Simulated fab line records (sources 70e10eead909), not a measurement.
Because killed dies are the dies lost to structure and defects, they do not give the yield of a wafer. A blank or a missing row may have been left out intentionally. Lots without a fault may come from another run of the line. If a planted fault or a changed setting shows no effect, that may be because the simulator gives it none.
Chamber matching    flow nandHarc    NHARC_A_STAIRCASE_CMP_450 on cmp-04 has 4 sister chambers
The step polishes SiO2, target thk 200 nm. 14 wafers are shown with their chamber, then 7 later ones without.

== WAFERS, EACH WITH ITS CHAMBER ==
wafer   chamber  motorCurrentA (A)
L107.4  2        11.7
L107.5  0        13.4
L107.6  1        11.8
L109.1  1        11.6
L109.3  3        10.4
L109.4  2        11.3
L112.2  0        12.6
L112.5  3        10.6
L112.6  0        13.5
L113.3  3        11.1
L113.5  1        11.9
L113.6  0        13.1
L118.1  3        11.3
L118.3  2        11.1

SIGNATURES (averages over the wafers above)
reading        chamber 0  chamber 1  chamber 2  chamber 3  scatter within a chamber
motorCurrentA  13.150     11.767     11.367     10.850     0.354
Rule: for a wafer and a chamber, the distance is found by dividing, reading by reading, the gap between the wafer's reading and the chamber's mean by the reading's scatter, squaring, summing and taking the root. If the next closest chamber is less than 2 further off than the closest, the wafer can't be placed; otherwise it belongs to the closest. The scatter: the root of (the sum of the squares of (reading less its chamber's mean) over the shown wafers, divided by (wafers less chambers)).

== WAFERS WHOSE CHAMBER IS MISSING ==
wafer   motorCurrentA (A)
L118.6  11.4
L128.1  12.0
L128.3  11.1
L128.4  11.9
L129.2  10.4
L129.4  13.2
L129.6  12.9

== WHICH CHAMBER EACH ONE RAN IN ==
wafer   from the rows above           in truth
L118.6  can't be placed: 2 or 1 or 3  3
L128.1  can't be placed: 1 or 2       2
L128.3  can't be placed: 3 or 2 or 1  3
L128.4  can't be placed: 1 or 2       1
L129.2  can't be placed: 3 or 2       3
L129.4  0                             0
L129.6  0                             0
Correct placement for 2 of the 7. Can't be placed from these rows: 5 (the true chamber is among the candidates in 5). Number placed wrongly: 0.
